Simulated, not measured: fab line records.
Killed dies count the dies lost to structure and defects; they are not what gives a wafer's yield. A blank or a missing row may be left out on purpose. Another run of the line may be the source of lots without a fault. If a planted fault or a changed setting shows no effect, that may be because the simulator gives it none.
Chamber matching    flow nand harc    3 sister chambers for NHARC_A_STAIRCASE_DEP_471 on pecvd-02
The step deposits SiO2, target thk 100 nm. 3 wafers are shown with their chamber, then 10 later ones without.

== WAFERS WITH THEIR CHAMBER ==
wafer   chamber  throttle valve pct (%)
L085.5  0        16.5
L087.1  1        16.7
L087.3  2        14.5

== WAFERS MISSING THEIR CHAMBER ==
wafer   throttle valve pct (%)
L087.6  14.5
L092.1  14.4
L092.3  16.5
L092.4  16.0
L094.2  14.5
L094.3  16.4
L094.4  16.7
L095.1  15.9
L095.2  16.5
L095.5  16.6

== WHICH CHAMBER EACH ONE RAN IN ==
wafer   from the rows above      in truth
L087.6  2                        2
L092.1  2                        2
L092.3  can't be placed: 0 or 1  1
L092.4  can't be placed: 0 or 1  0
L094.2  2                        2
L094.3  can't be placed: 0 or 1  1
L094.4  can't be placed: 1 or 0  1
L095.1  can't be placed: 0 or 1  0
L095.2  can't be placed: 0 or 1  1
L095.5  can't be placed: 1 or 0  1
Placed correctly: 3 of 10. Not placeable from these rows: 7 (in 7, the candidates include the true chamber). 0 placed wrongly.
How it was worked out, from the rows above alone: a wafer's distance from a chamber is the root of the sum, over the readings, of the square of ((its reading less the chamber's mean) divided by the reading's scatter). The wafer belongs to the nearest chamber; if the next one is less than 2 further off, it can't be placed. A chamber's mean is the mean of its shown wafers. The scatter: root of mean squared gap, hidden wafer to nearest shown wafer, with one shown wafer a chamber.
